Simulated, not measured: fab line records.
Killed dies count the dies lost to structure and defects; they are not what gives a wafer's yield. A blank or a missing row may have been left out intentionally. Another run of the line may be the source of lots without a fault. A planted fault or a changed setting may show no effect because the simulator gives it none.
Split-lot experiment || flow n5_finfet || on a route of 1938 steps: 7 lots, 21 wafers read

== THE SPLIT ITSELF ==
At N5_BEOL_M13_COAT_04 (resist thk 400 nm), the setting spin_rpm was moved away from the recipe's 1625 rpm on 10 of the 21 wafers read, by +6.6% to +9.9%. This setting was run at the recipe's value on the other wafers.

== FROM THE SPLIT TO THE READING: what the file shows between them, 4 steps ==
- N5_BEOL_M13_EBR_06
- N5_BEOL_M13_SOFTBAKE_05: time 60 s
- N5_BEOL_M13_DESCUM_15: chemistry O2, time 7.9 s
- N5_BEOL_M13_ETCH_59: etches BARC in N2/H2, target depth 89 nm, overetch 26.7 nm, time 67.9 s

== THE READING ==
coat_of_BEOL_M13_COAT_04.thk_nm (the simulator's own value, which no gauge read), in nm, at N5_BEOL_M13_VIA_ETCH_16 (etches SiOC in C4F8/O2/Ar, target depth 921.7 nm). No usual value for it is given in the file. The 11 wafers here that ran the recipe average 72.7 nm, standard deviation 3.7 nm.

{"wafer": "L075.2", "tool, chamber at the split": "litho_track-05, 0", "spin_rpm as run, rpm": 1625, "against the recipe": "recipe", "coat_of_BEOL_M13_COAT_04.thk_nm, nm": 71.8, "against lot-mates on the recipe": "-"}
{"wafer": "L075.3", "tool, chamber at the split": "litho_track-05, 0", "spin_rpm as run, rpm": 1625, "against the recipe": "recipe", "coat_of_BEOL_M13_COAT_04.thk_nm, nm": 77.8, "against lot-mates on the recipe": "-"}
{"wafer": "L075.5", "tool, chamber at the split": "litho_track-05, 0", "spin_rpm as run, rpm": 1625, "against the recipe": "recipe", "coat_of_BEOL_M13_COAT_04.thk_nm, nm": 70.8, "against lot-mates on the recipe": "-"}
{"wafer": "L074.3", "tool, chamber at the split": "litho_track-03, 0", "spin_rpm as run, rpm": 1733, "against the recipe": "+6.6%", "coat_of_BEOL_M13_COAT_04.thk_nm, nm": 57, "against lot-mates on the recipe": -14.6}
{"wafer": "L074.4", "tool, chamber at the split": "litho_track-03, 0", "spin_rpm as run, rpm": 1625, "against the recipe": "recipe", "coat_of_BEOL_M13_COAT_04.thk_nm, nm": 71.6, "against lot-mates on the recipe": "-"}
{"wafer": "L074.6", "tool, chamber at the split": "litho_track-03, 0", "spin_rpm as run, rpm": 1733, "against the recipe": "+6.6%", "coat_of_BEOL_M13_COAT_04.thk_nm, nm": 58.2, "against lot-mates on the recipe": -13.4}
{"wafer": "L086.2", "tool, chamber at the split": "litho_track-05, 0", "spin_rpm as run, rpm": 1786, "against the recipe": "+9.9%", "coat_of_BEOL_M13_COAT_04.thk_nm, nm": 56, "against lot-mates on the recipe": -16.2}
{"wafer": "L086.5", "tool, chamber at the split": "litho_track-05, 0", "spin_rpm as run, rpm": 1625, "against the recipe": "recipe", "coat_of_BEOL_M13_COAT_04.thk_nm, nm": 72.2, "against lot-mates on the recipe": "-"}
{"wafer": "L086.6", "tool, chamber at the split": "litho_track-05, 0", "spin_rpm as run, rpm": 1786, "against the recipe": "+9.9%", "coat_of_BEOL_M13_COAT_04.thk_nm, nm": 50.8, "against lot-mates on the recipe": -21.4}
{"wafer": "L088.1", "tool, chamber at the split": "litho_track-05, 0", "spin_rpm as run, rpm": 1625, "against the recipe": "recipe", "coat_of_BEOL_M13_COAT_04.thk_nm, nm": 79.4, "against lot-mates on the recipe": "-"}
{"wafer": "L088.3", "tool, chamber at the split": "litho_track-05, 0", "spin_rpm as run, rpm": 1781, "against the recipe": "+9.6%", "coat_of_BEOL_M13_COAT_04.thk_nm, nm": 63.4, "against lot-mates on the recipe": -16.0}
{"wafer": "L088.5", "tool, chamber at the split": "litho_track-05, 0", "spin_rpm as run, rpm": 1781, "against the recipe": "+9.6%", "coat_of_BEOL_M13_COAT_04.thk_nm, nm": 58.8, "against lot-mates on the recipe": -20.6}
{"wafer": "L089.1", "tool, chamber at the split": "litho_track-03, 0", "spin_rpm as run, rpm": 1758, "against the recipe": "+8.2%", "coat_of_BEOL_M13_COAT_04.thk_nm, nm": 56.6, "against lot-mates on the recipe": -16.4}
{"wafer": "L089.3", "tool, chamber at the split": "litho_track-03, 0", "spin_rpm as run, rpm": 1625, "against the recipe": "recipe", "coat_of_BEOL_M13_COAT_04.thk_nm, nm": 73, "against lot-mates on the recipe": "-"}
{"wafer": "L089.4", "tool, chamber at the split": "litho_track-03, 0", "spin_rpm as run, rpm": 1758, "against the recipe": "+8.2%", "coat_of_BEOL_M13_COAT_04.thk_nm, nm": 51.8, "against lot-mates on the recipe": -21.2}
{"wafer": "L092.1", "tool, chamber at the split": "litho_track-03, 0", "spin_rpm as run, rpm": 1625, "against the recipe": "recipe", "coat_of_BEOL_M13_COAT_04.thk_nm, nm": 70, "against lot-mates on the recipe": "-"}
{"wafer": "L092.4", "tool, chamber at the split": "litho_track-03, 0", "spin_rpm as run, rpm": 1625, "against the recipe": "recipe", "coat_of_BEOL_M13_COAT_04.thk_nm, nm": 69.8, "against lot-mates on the recipe": "-"}
{"wafer": "L092.6", "tool, chamber at the split": "litho_track-03, 0", "spin_rpm as run, rpm": 1625, "against the recipe": "recipe", "coat_of_BEOL_M13_COAT_04.thk_nm, nm": 66.4, "against lot-mates on the recipe": "-"}
{"wafer": "L097.1", "tool, chamber at the split": "litho_track-02, 0", "spin_rpm as run, rpm": 1740, "against the recipe": "+7.1%", "coat_of_BEOL_M13_COAT_04.thk_nm, nm": 60.4, "against lot-mates on the recipe": -16.4}
{"wafer": "L097.3", "tool, chamber at the split": "litho_track-02, 0", "spin_rpm as run, rpm": 1625, "against the recipe": "recipe", "coat_of_BEOL_M13_COAT_04.thk_nm, nm": 76.8, "against lot-mates on the recipe": "-"}
{"wafer": "L097.4", "tool, chamber at the split": "litho_track-02, 0", "spin_rpm as run, rpm": 1740, "against the recipe": "+7.1%", "coat_of_BEOL_M13_COAT_04.thk_nm, nm": 58.6, "against lot-mates on the recipe": -18.2}

THE FIT
A straight line over all 21 wafers: coat_of_BEOL_M13_COAT_04.thk_nm changes by -1.81 nm for each +1% of spin_rpm; r = -0.90; the points scatter about the line by 4 nm.
The same after taking each lot's own level away (the mean of its wafers on the recipe; 21 wafers): -2.06 nm for each +1%; r = -0.97; scatter 2.4 nm.
According to that fit, moving spin_rpm by its largest amount changes the reading by 20 nm.
From 68.73 to 79.40 nm: that is the span of the lots' own levels, equal to 2.9 times the standard deviation above.
In other words, the slope is changed by the lot-to-lot level; the two fits disagree.
Check: with one of the wafers moved furthest among these (+9.9%) left out of the fit, the line predicts -21.3 nm for it against its lot-mates. Against them it came out at -16.2 nm.

== OTHER SPLITS ON THESE WAFERS ==
Before the reading, these wafers also passed through other splits. Each is held against what the fit with the lots' levels taken away leaves over:
{"other split on the same wafers": "N5_BEOL_M10_COAT_64 spin_rpm", "wafers away from the commonest value": 13, "r with coat_of_BEOL_M13_COAT_04.thk_nm (lot level and that fit taken away)": "+0.20"}
{"other split on the same wafers": "N5_BEOL_M11_TRENCH_ETCH_37 time_s", "wafers away from the commonest value": 3, "r with coat_of_BEOL_M13_COAT_04.thk_nm (lot level and that fit taken away)": "+0.14"}
{"other split on the same wafers": "N5_BEOL_M11_DEGAS_44 temp_c", "wafers away from the commonest value": 5, "r with coat_of_BEOL_M13_COAT_04.thk_nm (lot level and that fit taken away)": -0.19}

== THE WHOLE CHAIN: every reading that the file lists as answering this split, in the file's order ==
{"step": "N5_BEOL_M13_COAT_04", "what it does": "resist thk 400 nm", "reading": "coat_of_BEOL_M13_COAT_04.thk_nm (the simulator's own value, which no gauge read)", "change (the file's fit)": "-1.86 nm for each +1% of the setting", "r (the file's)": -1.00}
{"step": "N5_BEOL_M13_VIA_ETCH_16", "what it does": "etches SiOC in C4F8/O2/Ar, target depth 921.7 nm", "reading": "coat_of_BEOL_M13_COAT_04.thk_nm (the simulator's own value, which no gauge read)", "change (the file's fit)": "-2.08 nm for each +1% of the setting", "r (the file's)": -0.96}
{"step": "N5_BEOL_M13_STRIP_63", "what it does": "strips in N2/H2", "reading": "strip_time_to_endpoint_s", "change (the file's fit)": "withheld for each +1% of the setting", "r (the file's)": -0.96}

== THE FILE'S OWN FIT ==
coat_of_BEOL_M13_COAT_04.thk_nm changes by -2.08 nm for each +1% of spin_rpm, r = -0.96.
